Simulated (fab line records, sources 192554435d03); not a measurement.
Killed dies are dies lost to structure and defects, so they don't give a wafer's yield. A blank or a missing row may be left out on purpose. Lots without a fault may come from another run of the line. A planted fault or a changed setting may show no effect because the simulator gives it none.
Chamber matching | flow n5_finfet | N5_BEOL_M7_CURE_74 on uv_cure-03: 3 sister chambers
The step cures SiCOH lowk, time 240 s. 6 wafers are shown with their chamber, then 11 later ones without.

WAFERS WITH THEIR CHAMBER
wafer  | chamber | wafer_temp_C_max | lamp_power_pct (%)
L082.3 | 1       | 386.8            | 52.33
L082.5 | 1       | 386.6            | 52.30
L084.4 | 0       | 386.6            | 52.43
L084.5 | 0       | 387.2            | 52.26
L088.6 | 2       | 385.7            | 52.27
L087.1 | 2       | 386.0            | 52.32

WAFERS WITHOUT THEIR CHAMBER
wafer  | wafer_temp_C_max | lamp_power_pct (%)
L087.4 | 386.6            | 52.25
L087.5 | 386.7            | 52.27
L093.2 | 386.5            | 52.30
L093.4 | 386.4            | 52.30
L093.5 | 386.3            | 52.32
L094.1 | 387.0            | 52.37
L094.2 | 386.9            | 52.23
L094.4 | 387.0            | 52.38
L096.1 | 386.8            | 52.36
L096.2 | 386.9            | 52.34
L096.3 | 386.1            | 52.21

WHICH CHAMBER EACH WENT THROUGH
wafer  | from the rows above          | in truth
L087.4 | can't be placed: 1 or 0 or 2 | 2
L087.5 | can't be placed: 1 or 0      | 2
L093.2 | can't be placed: 1 or 0 or 2 | 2
L093.4 | can't be placed: 1 or 0 or 2 | 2
L093.5 | can't be placed: 1 or 2 or 0 | 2
L094.1 | can't be placed: 0 or 1      | 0
L094.2 | can't be placed: 1 or 0      | 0
L094.4 | can't be placed: 0 or 1      | 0
L096.1 | can't be placed: 0 or 1      | 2
L096.2 | can't be placed: 0 or 1      | 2
L096.3 | can't be placed: 2 or 1 or 0 | 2
Placed correctly: 0 of 11. Can't be placed from these rows: 11 (the true chamber is among the candidates in 8). Placed wrongly: 0.
How it was worked out, from the rows above alone: a wafer's distance from a chamber is the root of the sum, over the readings, of the square of ((its reading less the chamber's mean) divided by the reading's scatter). The wafer belongs to the nearest chamber; if the next one is less than 2 further off, it can't be placed. A chamber's mean is the mean of its shown wafers. The scatter: the root of (the sum of the squares of (reading less its chamber's mean) over the shown wafers, divided by (wafers less chambers)).
